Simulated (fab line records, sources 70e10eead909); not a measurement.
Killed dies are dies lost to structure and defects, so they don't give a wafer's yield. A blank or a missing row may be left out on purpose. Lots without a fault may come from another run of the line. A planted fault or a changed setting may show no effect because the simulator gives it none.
fab line records | flow nand_harc
record lots=13 wafers=39 last_day=25
route steps=1159 shown P_START@1 P_ZERO_WELL@41 END@1159
lots that met no fault: from a run of the same line without faults
start_h: hours from the record's first day to the start of the lot's first wafer shown | wait_h: hours since the lot's step before | " the same as in the row above | L1.1+2: a row that stands for several wafers | - no value, or no start given | * or withheld: withheld | < > ~ a bound
route shown NAME@n: a module of which the file shows steps, and the number in the route of the first | usual: mean/standard deviation of fault-free wafers | same: alike in all rows | chamber/n: place in a boat | sites: the reading at each site | _std_site: their standard deviation | _edge_site: outer sites' mean less inner sites' | radius_mm: how far each site lies from the wafer's centre | mask NAME#n: copy n | behind: the tool/chamber that last shaped the wafer | hold: why the lot was held/for how many hours/how that ended | device: the transistor (n, p or np) that didn't switch | end of line: the same wafers' tests at the end of the route | a step without rows: its recipe alone | killed: dies lost to structure and defects at the first sort, not the wafer's yield | map: a wafer's dies, x killed, . not, _ none there
set.NAME: the setting as run; set.NAME@STEP: as run at that earlier step | model.NAME: the simulator's own value behind a step, which no gauge read
steps of the route over a sample of lots; a table a step, a row a wafer
services: from which hour (start_h, from the record's first day; less than 0 if before it) a tool's chamber was out of use, for how many hours, and why
## steps
# step NHARC_P_START_INSPECT_01
# usual raw_defect_count=3.4/1.8
# columns lot.wafer tool chamber start_h wait_h raw_defect_count
L804.2 defect_inspect-01 - 12.04 - 4
L804.3 " - " " 5
L804.4 " - " " 2
L805.1 defect_inspect-01 - 18.04 - 3
L805.3 " - " " 0
L805.4 " - " " 3
L806.1 defect_inspect-01 - 24.04 - 3
L806.3 " - " " 1
L806.6 " - " " 3
L807.1 defect_inspect-02 - 30.04 - 3
L807.3 " - " " 4
L807.5 " - " " 3
L809.1 defect_inspect-02 - 42.04 - 4
L809.4 " - " " 3
L809.5 " - " " 4
L816.3 defect_inspect-02 - 84.04 - 3
L816.4 " - " " 4
L816.6 " - " " 1
L818.2 defect_inspect-01 - 96.04 - 2
L818.5 " - " " 1
L818.6 " - " " 4
L820.1 defect_inspect-02 - 108.04 - 5
L820.3 " - " " 3
L820.4 " - " " 5
L821.2 defect_inspect-01 - 114.04 - 2
L821.3 " - " " 5
L821.4 " - " " 3
L822.1 defect_inspect-02 - 120.04 - 2
L822.2 " - " " 3
L822.5 " - " " 6
L824.1 defect_inspect-02 - 132.04 - 5
L824.3 " - " " 4
L824.5 " - " " 5
L825.2 defect_inspect-02 - 138.04 - 0
L825.4 " - " " 1
L825.6 " - " " 3
L826.1 defect_inspect-01 - 144.04 - 0
L826.3 " - " " 4
L826.5 " - " " 1
# step NHARC_P_ZERO_WELL_EXPOSE_34
# recipe na=0.6 target_cd_nm=720 dose_mj=22.31 mask_id=P_PWELL
# usual exposure_dose_mJ_cm2=22.305/0.023 focus_offset_nm=0.0/0.63
# columns lot.wafer tool chamber start_h wait_h mask exposure_dose_mJ_cm2 focus_offset_nm
L804.2 krf_scanner-03 0 16.00 - P_PWELL#0 22.308 0.0
L804.3 " 0 " " P_PWELL#0 22.308 1.2
L804.4 " 0 " " P_PWELL#0 22.284 0.1
L805.1 krf_scanner-03 0 21.82 - P_PWELL#0 22.340 -0.1
L805.3 " 0 " " P_PWELL#0 22.341 0.4
L805.4 " 0 " " P_PWELL#0 22.317 0.5
L806.1 krf_scanner-04 0 28.11 - P_NWELL#0 22.260 -0.7
L806.3 " 0 " " P_NWELL#0 22.275 -0.4
L806.6 " 0 " " P_NWELL#0 22.334 -1.4
L807.1 krf_scanner-04 0 33.97 - P_PWELL#0 22.308 -0.3
L807.3 " 0 " " P_PWELL#0 22.272 0.3
L807.5 " 0 " " P_PWELL#0 22.291 0.1
L809.1 krf_scanner-04 0 45.94 - P_PWELL#0 22.275 -1.0
L809.4 " 0 " " P_PWELL#0 22.314 0.1
L809.5 " 0 " " P_PWELL#0 22.283 0.4
L816.3 krf_scanner-03 0 88.14 - P_PWELL#0 22.273 1.0
L816.4 " 0 " " P_PWELL#0 22.312 0.4
L816.6 " 0 " " P_PWELL#0 22.260 1.0
L818.2 krf_scanner-04 0 100.09 - P_PWELL#0 22.327 0.0
L818.5 " 0 " " P_PWELL#0 22.336 -0.3
L818.6 " 0 " " P_PWELL#0 22.312 0.0
L820.1 krf_scanner-03 0 111.82 - P_PWELL#0 22.286 -0.4
L820.3 " 0 " " P_PWELL#0 22.282 -0.9
L820.4 " 0 " " P_PWELL#0 22.285 -1.4
L821.2 krf_scanner-03 0 118.00 - P_PWELL#0 22.285 1.2
L821.3 " 0 " " P_PWELL#0 22.295 0.8
L821.4 " 0 " " P_PWELL#0 22.323 1.1
L822.1 krf_scanner-03 0 123.75 - P_PWELL#0 22.287 -0.4
L822.2 " 0 " " P_PWELL#0 22.327 -0.1
L822.5 " 0 " " P_PWELL#0 22.318 0.4
L824.1 krf_scanner-03 0 135.95 - P_PWELL#0 22.298 0.6
L824.3 " 0 " " P_PWELL#0 22.289 0.2
L824.5 " 0 " " P_PWELL#0 22.276 0.3
L825.2 krf_scanner-04 0 142.12 - P_PWELL#0 22.304 -0.4
L825.4 " 0 " " P_PWELL#0 22.284 0.4
L825.6 " 0 " " P_PWELL#0 22.312 0.2
L826.1 krf_scanner-03 0 148.18 - P_PWELL#0 22.277 -0.5
L826.3 " 0 " " P_PWELL#0 22.277 0.8
L826.5 " 0 " " P_PWELL#0 22.281 0.2
# step NHARC_P_ZERO_WELL_CD_MEAS_37
# recipe target_cd_nm=720 landing_energy_ev=500
# usual cd_nm=721.0/2.2
# columns lot.wafer tool chamber start_h wait_h cd_nm
L804.2 cd_sem-01 0 16.16 - 727.1
L804.3 " 0 " " 722.6
L804.4 " 0 " " 722.6
L805.1 cd_sem-03 0 21.97 - 720.4
L805.3 " 0 " " 720.8
L805.4 " 0 " " 719.7
L806.1 cd_sem-01 0 28.26 - -
L806.3 " 0 " " -
L806.6 " 0 " " -
L807.1 cd_sem-01 0 34.12 - 718.0
L807.3 " 0 " " 720.4
L807.5 " 0 " " 717.4
L809.1 cd_sem-01 0 46.10 - 720.4
L809.4 " 0 " " 720.8
L809.5 " 0 " " 719.8
L816.3 cd_sem-01 0 88.29 - 723.0
L816.4 " 0 " " 717.3
L816.6 " 0 " " 724.3
L818.2 cd_sem-02 0 100.24 - 718.3
L818.5 " 0 " " 718.6
L818.6 " 0 " " 718.5
L820.1 cd_sem-01 0 111.98 - 718.6
L820.3 " 0 " " 717.3
L820.4 " 0 " " 719.5
L821.2 cd_sem-02 0 118.15 - 718.2
L821.3 " 0 " " 724.3
L821.4 " 0 " " 719.8
L822.1 cd_sem-03 0 123.90 - 718.7
L822.2 " 0 " " 725.2
L822.5 " 0 " " 722.1
L824.1 cd_sem-02 0 136.11 - 722.4
L824.3 " 0 " " 723.1
L824.5 " 0 " " 721.2
L825.2 cd_sem-03 0 142.27 - 723.7
L825.4 " 0 " " 723.2
L825.6 " 0 " " 719.3
L826.1 cd_sem-03 0 148.34 - 724.4
L826.3 " 0 " " 719.6
L826.5 " 0 " " 721.6
# step NHARC_P_ZERO_WELL_CD_MEAS_52
# recipe target_cd_nm=2000 landing_energy_ev=500
# usual cd_nm=2000.8/1.8
# columns lot.wafer tool chamber start_h wait_h cd_nm
L804.2 cd_sem-02 0 17.84 - 1998.4
L804.3 " 0 " " 1996.4
L804.4 " 0 " " 1997.3
L805.1 cd_sem-02 0 23.61 - 1999.1
L805.3 " 0 " " 2000.7
L805.4 " 0 " " 2002.0
L806.1 cd_sem-02 0 29.90 - 2001.2
L806.3 " 0 " " 2003.0
L806.6 " 0 " " 2002.0
L807.1 cd_sem-02 0 35.77 - 2001.6
L807.3 " 0 " " 2003.2
L807.5 " 0 " " 2001.2
L809.1 cd_sem-01 0 47.74 - 2000.7
L809.4 " 0 " " 2001.6
L809.5 " 0 " " 1999.6
L816.3 cd_sem-02 0 89.94 - 1997.5
L816.4 " 0 " " 1999.1
L816.6 " 0 " " 1999.0
L818.2 cd_sem-03 0 101.77 - 2001.9
L818.5 " 0 " " 2000.5
L818.6 " 0 " " 2001.1
L820.1 cd_sem-01 0 113.62 - 1999.1
L820.3 " 0 " " 2001.8
L820.4 " 0 " " 2001.8
L821.2 cd_sem-01 0 119.79 - 1998.3
L821.3 " 0 " " 1999.3
L821.4 " 0 " " 2001.7
L822.1 cd_sem-02 0 125.54 - 1999.3
L822.2 " 0 " " 1997.8
L822.5 " 0 " " 1999.5
L824.1 cd_sem-02 0 137.74 - 2003.0
L824.3 " 0 " " 2003.8
L824.5 " 0 " " 2001.0
L825.2 cd_sem-03 0 143.91 - 2000.7
L825.4 " 0 " " 1998.5
L825.6 " 0 " " 2000.0
L826.1 cd_sem-02 0 149.87 - 1999.2
L826.3 " 0 " " 1999.7
L826.5 " 0 " " 2003.5
# step NHARC_P_ZERO_WELL_INSPECT_43
# usual raw_defect_count=11/5.3
# columns lot.wafer tool chamber start_h wait_h raw_defect_count
L804.2 defect_inspect-02 - 19.69 0.5 10
L804.3 " - " " 15
L804.4 " - " " 6
L805.1 defect_inspect-02 - 25.47 0.6 14
L805.3 " - " " 4
L805.4 " - " " 23
L806.1 defect_inspect-02 - 31.73 0.6 11
L806.3 " - " " 9
L806.6 " - " " 8
L807.1 defect_inspect-01 - 37.60 0.6 16
L807.3 " - " " 10
L807.5 " - " " 21
L809.1 defect_inspect-02 - 49.54 0.6 19
L809.4 " - " " 17
L809.5 " - " " 12
L816.3 defect_inspect-02 - 91.76 0.4 16
L816.4 " - " " 12
L816.6 " - " " 9
L818.2 defect_inspect-01 - 103.61 0.5 1
L818.5 " - " " 17
L818.6 " - " " 15
L820.1 defect_inspect-02 - 115.42 0.6 7
L820.3 " - " " 22
L820.4 " - " " 11
L821.2 defect_inspect-02 - 122.24 0.9 6
L821.3 " - " " 10
L821.4 " - " " 9
L822.1 defect_inspect-01 - 127.36 0.6 11
L822.2 " - " " 12
L822.5 " - " " 9
L824.1 defect_inspect-02 - 139.57 0.6 15
L824.3 " - " " 32
L824.5 " - " " 13
L825.2 defect_inspect-01 - 145.74 0.5 9
L825.4 " - " " 11
L825.6 " - " " 21
L826.1 defect_inspect-01 - 151.73 0.6 8
L826.3 " - " " 12
L826.5 " - " " 16
# step NHARC_END_SORT_01
# recipe temp_c=25
# usual killed_at_array=28/11 killed_at_other=0.7/0.88 killed_at_periphery=3.1/2.2 killed_dies=31/12 killed_open=3.3/2 killed_short=2.0/1.6
# same gross_dies=677
# columns lot.wafer tool chamber start_h wait_h killed_at_array killed_at_other killed_at_periphery killed_dies killed_open killed_short
L806.1 prober-01 0 459.20 2.5 22 0 655 677 3 3
L806.3 prober-01 0 460.77 3.1 19 0 658 677 0 1
L806.6 prober-01 0 463.14 3.9 21 1 655 677 1 1
# killed by level:class
L806.1 P_ZERO_WELL:area_expose=649 A_CHANNEL_HOLE_D1:chamber_film_flake=10 A_WL_FILL:geometric_particle:open=2 P_STI:chamber_film_flake=2 P_GATE:chamber_film_flake=2 A_WL_FILL:chamber_film_flake=2 A_CONTACT:chamber_film_flake=2 A_CHANNEL_FILL_D1:geometric_particle:short=1
L806.3 P_ZERO_WELL:area_expose=655 A_CHANNEL_HOLE_D1:chamber_film_flake=14 P_ZERO_WELL:chamber_film_flake=3 A_CONTACT:chamber_film_flake=3 A_CHANNEL_FILL_D1:geometric_particle:short=1 A_BLC:chamber_film_flake=1
L806.6 P_ZERO_WELL:area_expose=654 A_CHANNEL_HOLE_D1:chamber_film_flake=9 A_CONTACT:chamber_film_flake=4 A_WL_FILL:chamber_film_flake=2 A_SOURCE_PLATE:geometric_particle:open=1 A_ONON_D1:geometric_particle:short=1 P_STI:chamber_film_flake=1 A_CHANNEL_FILL_D1:chamber_film_flake=1
## services
# columns tool chamber start_h hours kind
krf_scanner-03 - -3.98 4.0 pm
krf_scanner-04 0 52.81 - calibration
krf_scanner-03 - 59.30 1.2 repair
krf_scanner-04 - 105.08 0.6 repair
krf_scanner-03 0 122.92 - calibration
krf_scanner-04 - 137.06 4.0 pm
## key
first_sign step=NHARC_P_ZERO_WELL_EXPOSE_34 reading=mask direction=changed
effect step=NHARC_P_ZERO_WELL_CD_MEAS_37 reading=cd_nm direction=missing
effect step=NHARC_END_SORT_01 reading=killed_at_periphery direction=up sigmas=99+ usual=3.1 struck=656
more_kills_born_at NHARC_P_ZERO_WELL_EXPOSE_34@krf_scanner-04=1958
met_at NHARC_P_ZERO_WELL_EXPOSE_34
struck_lots L806
later_rows_left_out L806.1,L806.3,L806.6
tester_left_out L806
not_acting_at NHARC_P_START_INSPECT_01,NHARC_P_ZERO_WELL_CD_MEAS_52,NHARC_P_ZERO_WELL_INSPECT_43
fault kind=wrong_mask tool=any chamber=- onset_h=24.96 steps=NHARC_P_ZERO_WELL_EXPOSE_34 aux_copy=P_NWELL#0 scope=struck_lots_only
# tester_left_out: of these lots the tester's yield and bins aren't shown, on N5 and GAA mostly nor the transistor test; their killed dies are dies lost to structure and defects alone, not to doping, threshold or leakage, so they don't give the yield
# later_rows_left_out: the simulator's readings of these wafers behind a module that went badly wrong aren't trusted and aren't shown, but for the sort
